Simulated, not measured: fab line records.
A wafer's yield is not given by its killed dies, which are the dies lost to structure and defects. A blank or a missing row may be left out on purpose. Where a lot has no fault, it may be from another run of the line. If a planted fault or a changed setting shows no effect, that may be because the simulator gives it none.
fab line records	flow nand_harc
record: lots: 24	wafers: 72	last_day: 33
route steps=1302 shown A_CONTACT@1092 A_BLC@1122 A_M0@1166 A_M1@1195
lots that met no fault: taken from a fault-free run of the same line
start_h: the number of hours between the record's first day and the start of the first shown wafer of the lot	wait_h: hours since the lot's step before	" as in the row above	L1.1+2: several wafers, shown together as one row	- no value, or no start was given	* or withheld: withheld	< > ~ a bound
route shown NAME@n: NAME is a module with steps in the file, n the number in the route of the first one	usual: mean and standard deviation over wafers with no fault	same: alike in all rows	chamber/n: place in a boat	sites: per-site readings	_std_site: standard deviation of those values	_edge_site: inner sites' mean taken away from outer sites' mean	radius_mm: how far each site lies from the wafer's centre	mask NAME#n: copy n	behind: the last tool/chamber to shape the wafer	hold: why the lot went on hold/how many hours it stayed there/how the hold came to an end	device: names the non-switching transistor (n, p or np)	end of line: the same wafers' tests at the end of the route	a step given without rows: its recipe and nothing more	killed: the dies lost at the first sort to structure and to defects; this is not the yield of the wafer	map: shows each die of a wafer: x if killed, . if not, _ if none is there
set.NAME: the setting the step ran with; set.NAME@STEP: the setting that earlier step ran with	model.NAME: the simulator's own value behind a step, which no gauge read
route steps across a sampled set of lots; one table per step, one row per wafer
services: when a tool's chamber went out of use (start_h, in hours from the record's first day, below 0 if earlier), for how many hours, and the reason
== steps ==
step: NHARC_A_CONTACT_ETCH_92
recipe: target_depth_a: 400	over_etch_frac: 0.5	time_s: 85.7	ion_energy_ev: 120	ch3f_flow_sccm: 50	o2_flow_sccm: 30	ar_flow_sccm: 200	rf_w: 500	bias_w: 100	chemistry: CH3F/O2
usual: drypump_motor_current_A: 5.8/0.36	oes_product_au: 0.94/0.031	rf_vpp_V: 244.2/1.3	showerhead_plenum_p_Torr: 2.45/0.072	throttle_valve_pct: 20.664/0.009
lot.wafer	tool	chamber	start_h	wait_h	drypump_motor_current_A	oes_product_au	rf_hours_counter_h	rf_vpp_V	showerhead_plenum_p_Torr	throttle_valve_pct
L074.2	rie_diel-10	0	515.08	0.5	5.7	0.93	28	245.1	2.39	20.673
L074.1	"	2	"	"	5.7	0.93	23	243.7	2.41	20.658
L074.5	"	0	"	"	5.7	0.92	-	242.8	2.39	20.664
L075.1	rie_diel-10	3	515.91	0.5	6.2	0.91	29	243.1	2.40	20.646
L075.2	"	0	"	"	5.7	0.91	28	244.7	2.39	20.667
L075.6	"	1	"	"	5.0	0.92	-	243.6	2.48	20.661
L077.2	rie_diel-09	2	528.89	0.5	6.2	1.00	9	243.2	2.30	20.648
L077.1	"	0	"	"	6.0	1.02	9	243.1	2.42	20.663
L077.6	"	1	"	"	6.2	0.99	-	241.6	2.39	20.674
L076.2	rie_diel-09	1	530.46	0.5	6.2	1.00	2	243.6	2.39	20.677
L076.3	"	3	"	"	5.8	0.91	9	244.2	2.44	20.657
L076.1	"	0	"	"	6.1	0.95	9	242.2	2.42	20.664
L078.2	rie_diel-11	2	543.42	0.5	5.4	0.93	12	244.9	2.51	20.656
L078.3	"	3	"	"	6.2	0.94	16	245.2	2.57	20.675
L078.6	"	1	"	"	6.0	0.93	-	245.6	2.50	20.667
L080.1	rie_diel-11	3	551.70	0.5	6.2	0.97	17	245.5	2.57	20.660
L080.3	"	0	"	"	5.8	0.96	17	245.0	2.41	20.669
L080.2	"	2	"	"	5.4	0.97	13	245.4	2.51	20.670
L081.2	rie_diel-11	2	578.52	0.7	5.3	0.92	19	246.2	2.51	20.670
L081.3	"	1	"	"	6.0	0.93	23	244.5	2.49	20.669
L081.4	"	3	"	"	6.2	0.93	-	246.9	2.57	20.686
L079.4	rie_diel-09	1	579.34	0.4	6.3	0.99	23	242.6	2.38	20.662
L079.2	"	0	"	"	6.1	1.02	32	243.6	2.41	20.670
L079.5	"	1	"	"	6.3	0.99	-	243.4	2.38	20.651
L082.1	rie_diel-11	1	595.35	0.5	6.0	0.92	27	245.2	2.49	20.660
L082.2	"	3	"	"	6.2	0.93	24	244.9	2.57	20.663
L082.5	"	1	"	"	6.0	0.92	-	244.3	2.49	20.677
L083.3	rie_diel-09	2	596.95	0.4	6.1	0.93	31	242.5	2.30	20.658
L083.4	"	0	"	"	6.0	0.93	36	244.2	2.40	20.661
L083.6	"	3	"	"	5.9	0.91	-	245.8	2.43	20.661
L084.4	rie_diel-10	2	618.92	0.4	5.7	0.90	3	243.7	2.40	20.679
L084.5	"	1	"	"	5.0	0.92	-	244.7	2.47	20.668
L084.6	"	2	"	"	5.8	0.91	-	244.5	2.40	20.669
L085.2	rie_diel-09	1	635.53	0.5	6.2	0.92	43	243.2	2.37	20.652
L085.6	"	1	"	"	6.2	0.92	-	243.4	2.38	20.668
L085.5	"	3	"	"	5.8	0.91	-	243.6	2.43	20.661
L087.4	rie_diel-10	1	636.91	0.4	5.0	0.92	9	243.7	2.47	20.682
L087.1	"	3	"	"	6.2	0.91	7	243.6	2.39	20.660
L087.6	"	1	"	"	5.0	0.92	-	244.4	2.47	20.662
L086.3	rie_diel-11	2	644.18	0.4	5.3	0.92	5	245.1	2.50	20.652
L086.4	"	0	"	"	5.8	0.92	4	242.7	2.40	20.668
L086.5	"	2	"	"	5.4	0.92	-	245.5	2.50	20.663
L089.2	rie_diel-11	0	657.01	0.5	5.8	0.94	7	242.1	2.40	20.665
L089.5	"	3	"	"	6.2	0.93	-	247.0	2.57	20.667
L089.6	"	0	"	"	5.8	0.94	-	243.0	2.40	20.658
L088.3	rie_diel-11	3	660.49	0.4	6.3	0.93	8	244.8	2.57	20.664
L088.6	"	3	"	"	6.2	0.93	-	245.5	2.57	20.671
L088.5	"	0	"	"	5.8	0.94	-	243.0	2.40	20.650
L091.4	rie_diel-11	1	674.40	0.4	6.0	0.94	10	244.7	2.49	20.657
L091.1	"	2	"	"	5.4	0.93	13	244.5	2.50	20.661
L091.3	"	3	"	"	6.2	0.94	12	244.8	2.56	20.655
L090.1	rie_diel-11	0	678.90	0.5	5.8	1.00	11	243.7	2.40	20.662
L090.2	"	1	"	"	6.0	0.98	11	244.7	2.49	20.649
L090.4	"	1	"	"	6.0	0.99	-	244.4	2.49	20.648
L092.1	rie_diel-11	2	687.02	0.5	5.4	0.93	15	243.0	2.50	20.671
L092.4	"	0	"	"	5.8	0.93	13	243.5	2.40	20.667
L092.5	"	1	"	"	6.0	0.92	-	245.7	2.49	20.659
L093.1	rie_diel-10	1	691.59	0.5	5.0	0.91	23	245.1	2.46	20.645
L093.2	"	3	"	"	6.2	0.90	23	242.5	2.38	20.660
L093.4	"	3	"	"	6.3	0.92	-	241.6	2.38	20.652
L095.1	rie_diel-11	0	715.11	0.5	5.8	0.93	19	242.8	2.40	20.673
L095.2	"	1	"	"	6.0	0.91	18	244.6	2.48	20.669
L095.4	"	2	"	"	5.4	0.91	22	245.4	2.50	20.653
L094.3	rie_diel-11	1	716.35	0.4	6.0	0.91	19	245.0	2.49	20.670
L094.4	"	2	"	"	5.4	0.91	22	244.6	2.50	20.682
L094.6	"	3	"	"	6.2	0.93	-	244.3	2.56	20.684
L097.2	rie_diel-11	0	724.05	0.6	5.8	0.93	20	243.9	2.40	20.662
L097.4	"	1	"	"	6.0	0.92	20	244.4	2.48	20.653
L097.3	"	2	"	"	5.4	0.92	23	245.6	2.50	20.661
L096.2	rie_diel-11	2	732.05	0.6	5.3	0.99	23	245.1	2.50	20.669
L096.3	"	1	"	"	6.0	1.00	20	244.6	2.48	20.657
L096.6	"	3	"	"	6.2	1.01	-	246.6	2.56	20.657
step: NHARC_A_CONTACT_INSPECT_23
usual: raw_defect_count: 534/140
lot.wafer	tool	chamber	start_h	wait_h	raw_defect_count
L074.1	defect_inspect-01	-	517.72	0.1	403
L074.2	"	-	"	"	438
L074.5	"	-	"	"	486
L075.1	defect_inspect-02	-	518.56	0.1	904
L075.2	"	-	"	"	469
L075.6	"	-	"	"	586
L077.1	defect_inspect-01	-	531.54	0.1	737
L077.2	"	-	"	"	537
L077.6	"	-	"	"	489
L076.1	defect_inspect-01	-	533.18	0.1	559
L076.2	"	-	"	"	500
L076.3	"	-	"	"	561
L078.2	defect_inspect-02	-	546.06	0.1	605
L078.3	"	-	"	"	1249
L078.6	"	-	"	"	785
L080.1	defect_inspect-02	-	554.36	0.1	574
L080.2	"	-	"	"	887
L080.3	"	-	"	"	541
L081.2	defect_inspect-02	-	581.34	0.1	609
L081.3	"	-	"	"	491
L081.4	"	-	"	"	449
L079.2	defect_inspect-01	-	582.21	0.1	669
L079.4	"	-	"	"	553
L079.5	"	-	"	"	651
L082.1	defect_inspect-02	-	597.97	0.1	563
L082.2	"	-	"	"	479
L082.5	"	-	"	"	647
L083.3	defect_inspect-02	-	599.61	0.1	365
L083.4	"	-	"	"	454
L083.6	"	-	"	"	373
L084.4	defect_inspect-01	-	621.55	0.1	430
L084.5	"	-	"	"	378
L084.6	"	-	"	"	358
L085.2	defect_inspect-01	-	638.33	0.1	532
L085.5	"	-	"	"	542
L085.6	"	-	"	"	490
L087.1	defect_inspect-02	-	639.55	0.1	557
L087.4	"	-	"	"	470
L087.6	"	-	"	"	650
L086.3	defect_inspect-02	-	646.81	0.1	593
L086.4	"	-	"	"	631
L086.5	"	-	"	"	528
L089.2	defect_inspect-01	-	659.89	0.1	405
L089.5	"	-	"	"	561
L089.6	"	-	"	"	493
L088.3	defect_inspect-01	-	663.14	0.1	692
L088.5	"	-	"	"	522
L088.6	"	-	"	"	641
L091.1	defect_inspect-01	-	677.05	0.1	413
L091.3	"	-	"	"	519
L091.4	"	-	"	"	627
L090.1	defect_inspect-02	-	682.49	0.1	729
L090.2	"	-	"	"	733
L090.4	"	-	"	"	727
L092.1	defect_inspect-01	-	689.67	0.1	681
L092.4	"	-	"	"	428
L092.5	"	-	"	"	497
L093.1	defect_inspect-01	-	694.26	0.1	589
L093.2	"	-	"	"	472
L093.4	"	-	"	"	559
L095.1	defect_inspect-02	-	717.81	0.1	418
L095.2	"	-	"	"	506
L095.4	"	-	"	"	499
L094.3	defect_inspect-02	-	719.51	0.1	534
L094.4	"	-	"	"	389
L094.6	"	-	"	"	498
L097.2	defect_inspect-02	-	726.67	0.1	386
L097.3	"	-	"	"	433
L097.4	"	-	"	"	394
L096.2	defect_inspect-02	-	734.70	0.1	536
L096.3	"	-	"	"	669
L096.6	"	-	"	"	538
step: NHARC_A_BLC_ETCH_17
recipe: target_depth_a: 3900	over_etch_frac: 0.25	time_s: 609.38	ion_energy_ev: 200	n2_flow_sccm: 150	h2_flow_sccm: 150	ar_flow_sccm: 0	rf_w: 400	bias_w: 150	chemistry: N2/H2
usual: drypump_motor_current_A: 5.8/0.46	oes_product_au: 1.004/0.014	rf_vpp_V: 429.1/1.8	showerhead_plenum_p_Torr: 1.99/0.057	throttle_valve_pct: 14.172/0.0087
lot.wafer	tool	chamber	start_h	wait_h	drypump_motor_current_A	oes_product_au	rf_hours_counter_h	rf_vpp_V	showerhead_plenum_p_Torr	throttle_valve_pct
L074.1	rie_diel-01	2	-	-	6.2	0.979	12	428.3	1.98	14.180
L074.2	"	1	"	"	6.6	1.009	11	430.7	2.06	14.173
L074.5	"	2	"	"	6.2	0.980	-	430.4	1.98	14.178
L075.2	rie_diel-12	2	-	-	5.3	1.004	4	430.9	2.02	14.143
L075.1	"	0	"	"	5.3	1.029	5	424.7	1.90	14.183
L075.6	"	2	"	"	5.3	1.003	-	429.7	2.02	14.174
L077.2	rie_diel-01	3	-	-	5.6	0.993	14	431.4	2.07	14.155
L077.1	"	0	"	"	6.1	1.030	13	428.5	1.99	14.170
L077.6	"	3	"	"	5.6	0.994	-	432.3	2.07	14.166
L076.3	rie_diel-12	2	-	-	5.4	1.014	5	429.7	2.02	14.174
L076.2	"	3	"	"	5.5	1.020	5	427.3	1.93	14.170
L076.1	"	1	"	"	5.4	1.005	4	429.3	1.96	14.170
L078.3	rie_diel-12	3	-	-	5.5	1.013	6	426.5	1.93	14.155
L078.2	"	1	"	"	5.4	1.016	5	429.0	1.96	14.166
L078.6	"	0	"	"	5.3	1.017	-	426.6	1.90	14.164
L080.1	rie_diel-01	1	-	-	6.6	1.013	15	431.1	2.05	14.160
L080.2	"	3	"	"	5.6	0.997	16	429.7	2.07	14.173
L080.3	"	0	"	"	6.1	1.028	15	426.9	1.99	14.166
L081.2	rie_diel-01	3	-	-	5.6	1.024	1	431.5	2.07	14.176
L081.4	"	0	"	"	6.1	1.024	1	429.2	1.99	14.176
L081.3	"	1	"	"	6.7	1.001	1	430.7	2.05	14.167
L079.4	rie_diel-12	1	-	-	5.3	1.018	8	429.3	1.96	14.156
L079.2	"	3	"	"	5.5	1.029	8	428.0	1.93	14.169
L079.5	"	1	"	"	5.4	1.015	-	427.8	1.96	14.176
L082.2	rie_diel-01	1	-	-	6.6	0.991	2	430.4	2.05	14.167
L082.1	"	2	"	"	6.2	1.008	2	427.1	1.98	14.166
L082.5	"	1	"	"	6.6	0.989	-	432.0	2.05	14.182
L083.4	rie_diel-01	3	-	-	5.6	1.016	2	431.3	2.07	14.162
L083.3	"	0	"	"	6.1	1.004	3	428.9	1.99	14.184
L083.6	"	2	"	"	6.2	1.011	-	430.0	1.98	14.166
L084.4	rie_diel-01	3	-	-	5.6	0.996	3	432.8	2.07	14.186
L084.6	"	2	"	"	6.2	1.012	-	427.4	1.98	14.176
L084.5	"	3	"	"	5.6	1.006	-	431.1	2.07	14.176
L085.2	rie_diel-12	3	-	-	5.5	1.001	0	426.3	1.93	14.175
L085.5	"	0	"	"	5.3	1.013	-	427.2	1.89	14.161
L085.6	"	1	"	"	5.4	0.982	-	428.6	1.96	14.157
L087.4	rie_diel-12	2	-	-	5.4	0.986	1	429.4	2.01	14.175
L087.1	"	3	"	"	5.5	1.015	1	427.7	1.93	14.173
L087.6	"	3	"	"	5.5	1.006	-	427.3	1.93	14.178
L086.4	rie_diel-12	2	-	-	5.3	0.978	1	429.0	2.01	14.171
L086.3	"	0	"	"	5.3	1.006	1	426.6	1.89	14.172
L086.5	"	1	"	"	5.4	0.982	-	428.0	1.96	14.181
L089.2	rie_diel-12	2	-	-	5.4	0.994	2	429.5	2.01	14.177
L089.6	"	3	"	"	5.5	1.003	-	426.8	1.93	14.164
L089.5	"	0	"	"	5.3	1.008	-	425.1	1.89	14.172
L088.3	rie_diel-01	1	-	-	6.6	0.999	7	431.9	2.05	14.169
L088.6	"	3	"	"	5.6	0.995	-	431.8	2.07	14.183
L088.5	"	0	"	"	6.1	1.014	-	428.0	1.99	14.165
L091.1	rie_diel-12	0	-	-	5.4	1.012	3	426.6	1.89	14.182
L091.3	"	1	"	"	5.3	0.978	3	428.5	1.96	14.179
L091.4	"	2	"	"	5.3	0.981	3	431.1	2.01	14.171
L090.2	rie_diel-12	3	-	-	5.5	1.013	4	426.6	1.93	14.173
L090.4	"	0	"	"	5.3	1.021	4	426.7	1.89	14.173
L090.1	"	2	"	"	5.4	0.984	3	429.5	2.01	14.155
L092.4	rie_diel-01	0	-	-	6.1	1.009	8	429.0	1.99	14.184
L092.1	"	1	"	"	6.7	0.994	9	431.1	2.05	14.169
L092.5	"	1	"	"	6.7	0.982	-	430.6	2.05	14.156
L093.1	rie_diel-01	1	-	-	6.6	0.984	10	431.6	2.05	14.165
L093.4	"	2	"	"	6.2	1.001	9	429.6	1.98	14.169
L093.2	"	3	"	"	5.6	1.004	8	432.4	2.07	14.175
L095.2	rie_diel-01	3	-	-	5.6	1.003	10	431.4	2.07	14.173
L095.1	"	0	"	"	6.1	1.004	11	429.0	1.99	14.172
L095.4	"	2	"	"	6.2	1.013	10	428.8	1.98	14.177
L094.4	rie_diel-01	2	-	-	6.2	1.004	11	429.0	1.98	14.181
L094.3	"	0	"	"	6.1	1.002	11	428.5	1.98	14.170
L094.6	"	2	"	"	6.2	0.997	-	428.6	1.98	14.153
L097.4	rie_diel-01	1	-	-	6.6	0.983	13	430.8	2.05	14.172
L097.3	"	2	"	"	6.2	0.997	12	429.2	1.98	14.170
L097.2	"	0	"	"	6.1	1.006	12	427.9	1.98	14.182
L096.2	rie_diel-12	2	-	-	5.4	0.999	6	429.8	2.01	14.178
L096.3	"	1	"	"	5.4	0.993	6	428.1	1.96	14.168
L096.6	"	2	"	"	5.4	1.007	-	431.9	2.01	14.167
step: NHARC_A_M0_INSPECT_27
usual: raw_defect_count: 535/140
lot.wafer	tool	chamber	start_h	wait_h	raw_defect_count
L074.1	defect_inspect-02	-	524.98	0.0	412
L074.2	"	-	"	"	663
L074.5	"	-	"	"	480
L075.1	defect_inspect-01	-	525.73	0.0	490
L075.2	"	-	"	"	713
L075.6	"	-	"	"	628
L077.1	defect_inspect-01	-	538.64	0.0	734
L077.2	"	-	"	"	1041
L077.6	"	-	"	"	754
L076.1	defect_inspect-02	-	540.54	0.0	634
L076.2	"	-	"	"	625
L076.3	"	-	"	"	827
L078.2	defect_inspect-01	-	553.54	0.0	457
L078.3	"	-	"	"	636
L078.6	"	-	"	"	556
L080.1	defect_inspect-02	-	561.80	0.0	343
L080.2	"	-	"	"	529
L080.3	"	-	"	"	483
L081.2	defect_inspect-01	-	588.51	0.0	577
L081.3	"	-	"	"	776
L081.4	"	-	"	"	719
L079.2	defect_inspect-01	-	589.49	0.0	528
L079.4	"	-	"	"	519
L079.5	"	-	"	"	445
L082.1	defect_inspect-02	-	605.13	0.0	487
L082.2	"	-	"	"	413
L082.5	"	-	"	"	585
L083.3	defect_inspect-02	-	606.68	0.0	494
L083.4	"	-	"	"	511
L083.6	"	-	"	"	437
L084.4	defect_inspect-02	-	628.76	0.0	407
L084.5	"	-	"	"	418
L084.6	"	-	"	"	597
L085.2	defect_inspect-02	-	645.55	0.0	574
L085.5	"	-	"	"	441
L085.6	"	-	"	"	492
L087.1	defect_inspect-01	-	646.63	0.0	601
L087.4	"	-	"	"	508
L087.6	"	-	"	"	542
L086.3	defect_inspect-01	-	654.06	0.0	493
L086.4	"	-	"	"	627
L086.5	"	-	"	"	557
L089.2	defect_inspect-01	-	671.49	0.0	436
L089.5	"	-	"	"	358
L089.6	"	-	"	"	396
L088.3	defect_inspect-02	-	671.53	0.0	728
L088.5	"	-	"	"	435
L088.6	"	-	"	"	464
L091.1	defect_inspect-01	-	684.30	0.0	515
L091.3	"	-	"	"	338
L091.4	"	-	"	"	460
L090.1	defect_inspect-01	-	689.44	0.0	701
L090.2	"	-	"	"	879
L090.4	"	-	"	"	769
L092.1	defect_inspect-02	-	696.75	0.0	406
L092.4	"	-	"	"	374
L092.5	"	-	"	"	581
L093.1	defect_inspect-01	-	701.35	0.0	399
L093.2	"	-	"	"	435
L093.4	"	-	"	"	591
L095.1	defect_inspect-02	-	725.16	0.0	444
L095.2	"	-	"	"	400
L095.4	"	-	"	"	532
L094.3	defect_inspect-01	-	726.59	0.0	380
L094.4	"	-	"	"	312
L094.6	"	-	"	"	343
L097.2	defect_inspect-01	-	733.86	0.0	691
L097.3	"	-	"	"	451
L097.4	"	-	"	"	600
L096.2	defect_inspect-01	-	741.77	0.0	543
L096.3	"	-	"	"	376
L096.6	"	-	"	"	515
step: NHARC_A_M0_PRE_CLEAN_31
recipe: time_s: 12	temp_c: 370	rf_power_w: 300	gas: NH3
usual: heater_power_w: 641/82
lot.wafer	tool	chamber	start_h	wait_h	heater_power_w
L074.2	pecvd-02	2	525.06	0.1	536
L074.1	"	0	"	"	733
L074.5	"	2	"	"	522
L075.1	pecvd-04	1	525.81	0.1	651
L075.2	"	2	"	"	620
L075.6	"	1	"	"	662
L077.1	pecvd-02	0	538.72	0.1	693
L077.2	"	1	"	"	639
L077.6	"	0	"	"	706
L076.1	pecvd-01	0	540.61	0.1	620
L076.3	"	1	"	"	794
L076.2	"	2	"	"	613
L078.3	pecvd-01	1	553.61	0.1	741
L078.2	"	0	"	"	619
L078.6	"	0	"	"	619
L080.3	pecvd-02	0	561.87	0.1	677
L080.1	"	1	"	"	614
L080.2	"	2	"	"	468
L081.2	pecvd-01	0	588.58	0.1	582
L081.3	"	1	"	"	822
L081.4	"	2	"	"	563
L079.2	pecvd-04	1	589.57	0.1	561
L079.5	"	1	"	"	579
L079.4	"	2	"	"	659
L082.2	pecvd-04	0	605.20	0.1	771
L082.1	"	2	"	"	662
L082.5	"	2	"	"	658
L083.3	pecvd-01	0	606.78	0.1	529
L083.6	"	1	"	"	705
L083.4	"	2	"	"	566
L084.4	pecvd-01	2	628.87	0.1	559
L084.5	"	0	"	"	600
L084.6	"	1	"	"	791
L085.2	pecvd-02	0	645.62	0.1	665
L085.6	"	0	"	"	683
L085.5	"	1	"	"	656
L087.1	pecvd-04	1	646.81	0.2	606
L087.6	"	2	"	"	554
L087.4	"	0	"	"	673
L086.3	pecvd-01	2	654.16	0.1	621
L086.5	"	0	"	"	549
L086.4	"	2	"	"	635
L089.2	pecvd-01	2	671.57	0.1	544
L089.5	"	1	"	"	821
L089.6	"	0	"	"	553
L088.3	pecvd-02	2	671.85	0.3	517
L088.6	"	2	"	"	544
L088.5	"	1	"	"	620
L091.1	pecvd-04	2	684.36	0.1	554
L091.3	"	0	"	"	785
L091.4	"	2	"	"	571
L090.1	pecvd-01	0	689.50	0.1	616
L090.2	"	2	"	"	644
L090.4	"	2	"	"	605
L092.1	pecvd-01	2	696.84	0.1	594
L092.4	"	0	"	"	607
L092.5	"	2	"	"	584
L093.1	pecvd-04	1	701.41	0.1	582
L093.2	"	2	"	"	647
L093.4	"	2	"	"	637
L095.2	pecvd-01	2	725.24	0.1	656
L095.1	"	0	"	"	558
L095.4	"	2	"	"	674
L094.3	pecvd-01	0	726.69	0.1	603
L094.6	"	2	"	"	587
L094.4	"	0	"	"	607
L097.2	pecvd-04	1	733.93	0.1	629
L097.3	"	0	"	"	742
L097.4	"	2	"	"	613
L096.2	pecvd-02	0	741.85	0.1	771
L096.3	"	1	"	"	599
L096.6	"	1	"	"	603
step: NHARC_A_M1_CMP_23
recipe: t_overpolish_s: 20	target_thk_nm: 154.34
usual: edge_zone_pressure_frac: 1.000/0.0055	motor_current_A: 12.1/1.6	time_to_endpoint_s: 29.7/2.8
lot.wafer	tool	chamber	start_h	wait_h	edge_zone_pressure_frac	motor_current_A	time_to_endpoint_s
L074.2	cmp-01	1	528.82	-	1.004	9.8	33.6
L074.1	"	3	"	"	1.001	12.8	31.3
L074.5	"	1	"	"	1.003	9.8	29.9
L075.2	cmp-03	3	529.49	-	1.000	12.7	27.5
L075.1	"	0	"	"	1.004	15.4	22.2
L075.6	"	3	"	"	1.001	13.6	24.7
L077.1	cmp-02	2	542.58	-	0.994	11.9	32.4
L077.2	"	0	"	"	1.000	12.7	30.6
L077.6	"	1	"	"	1.000	11.7	34.1
L076.1	cmp-01	0	544.10	-	1.019	12.3	32.2
L076.2	"	1	"	"	1.002	9.9	31.3
L076.3	"	2	"	"	0.989	12.8	30.3
L078.3	cmp-01	3	557.11	-	0.997	12.9	30.6
L078.2	"	0	"	"	0.997	12.5	32.6
L078.6	"	0	"	"	1.004	13.0	31.4
L080.1	cmp-01	0	565.58	-	0.999	12.1	29.5
L080.2	"	1	"	"	1.004	9.9	27.4
L080.3	"	2	"	"	0.999	13.0	26.7
L081.3	cmp-03	0	592.19	-	1.000	15.8	27.8
L081.2	"	1	"	"	0.999	12.2	28.6
L081.4	"	3	"	"	0.997	12.8	30.1
L079.2	cmp-01	1	593.24	-	1.004	9.8	25.5
L079.4	"	3	"	"	0.993	11.9	29.8
L079.5	"	1	"	"	1.004	9.4	23.6
L082.2	cmp-01	1	608.85	-	1.003	9.5	28.6
L082.1	"	2	"	"	0.996	12.7	31.9
L082.5	"	2	"	"	1.001	12.8	32.4
L083.4	cmp-01	3	610.27	-	1.000	12.7	31.4
L083.3	"	2	"	"	1.004	12.1	30.4
L083.6	"	0	"	"	0.998	12.4	32.0
L084.4	cmp-02	1	632.60	-	1.004	12.1	34.4
L084.5	"	0	"	"	0.990	11.6	28.1
L084.6	"	1	"	"	1.000	12.2	34.2
L085.2	cmp-01	1	649.28	-	1.007	10.1	26.1
L085.5	"	1	"	"	1.010	9.5	26.5
L085.6	"	2	"	"	0.993	12.5	28.7
L087.1	cmp-03	1	650.47	-	0.990	12.3	27.5
L087.4	"	2	"	"	0.996	9.6	30.8
L087.6	"	0	"	"	1.003	15.3	28.9
L086.3	cmp-01	1	657.66	-	1.000	10.0	27.1
L086.4	"	2	"	"	0.982	11.5	29.5
L086.5	"	1	"	"	1.000	9.8	27.8
L089.2	cmp-01	1	675.23	-	0.995	10.1	29.7
L089.5	"	0	"	"	1.002	12.1	31.8
L089.6	"	1	"	"	0.998	9.8	31.3
L088.3	cmp-03	3	675.69	-	1.000	13.3	23.3
L088.6	"	2	"	"	0.990	9.2	23.7
L088.5	"	3	"	"	0.999	13.0	25.0
L091.3	cmp-03	2	687.85	-	1.001	9.3	29.1
L091.1	"	3	"	"	1.004	12.6	29.6
L091.4	"	0	"	"	1.003	15.9	29.7
L090.1	cmp-01	1	693.35	-	1.001	10.1	27.3
L090.4	"	2	"	"	1.006	12.3	31.9
L090.2	"	0	"	"	1.004	12.7	32.4
L092.1	cmp-03	1	700.35	-	1.002	12.3	27.2
L092.4	"	2	"	"	0.997	9.5	29.3
L092.5	"	1	"	"	0.997	12.3	29.0
L093.1	cmp-02	2	705.03	-	0.999	11.6	31.1
L093.4	"	0	"	"	0.995	11.8	26.9
L093.2	"	1	"	"	0.992	11.6	30.2
L095.4	cmp-03	0	729.16	-	1.005	15.1	27.4
L095.1	"	2	"	"	1.002	9.5	30.1
L095.2	"	3	"	"	0.999	13.3	25.7
L094.4	cmp-03	3	730.32	-	1.002	13.2	28.5
L094.3	"	0	"	"	0.998	15.0	30.2
L094.6	"	2	"	"	1.003	9.5	29.6
L097.3	cmp-01	2	737.62	-	1.001	12.7	33.0
L097.2	"	3	"	"	1.006	12.9	29.9
L097.4	"	1	"	"	0.996	10.1	27.4
L096.2	cmp-01	1	745.42	-	1.002	10.5	31.3
L096.3	"	3	"	"	1.011	12.2	31.5
L096.6	"	1	"	"	0.995	9.7	30.4
== services ==
tool	chamber	start_h	hours	kind
pecvd-01	-	492.02	13.0	pm
rie_diel-11	2	496.57	14.7	repair
cmp-01	-	502.15	3.1	repair
cmp-03	-	509.87	15.2	repair
rie_diel-12	2	546.67	2.7	repair
cmp-03	-	554.08	4.0	pm
rie_diel-01	2	554.58	22.1	repair
rie_diel-01	-	557.80	9.0	pm
cmp-01	-	558.45	1.2	repair
cmp-03	-	571.25	2.3	repair
cmp-01	-	577.50	4.0	pm
rie_diel-11	3	588.91	4.8	repair
rie_diel-11	-	610.20	9.0	pm
rie_diel-12	-	622.40	9.0	pm
rie_diel-11	3	624.81	5.4	repair
cmp-01	-	628.86	2.0	repair
rie_diel-12	-	646.87	0.3	repair
rie_diel-12	2	656.59	1.2	repair
pecvd-01	-	673.02	13.0	pm
cmp-01	-	675.50	4.0	pm
rie_diel-11	3	677.12	8.5	repair
cmp-01	-	714.10	1.6	repair
rie_diel-01	2	714.57	1.2	repair
rie_diel-01	-	735.01	9.0	pm
== key ==
fault none
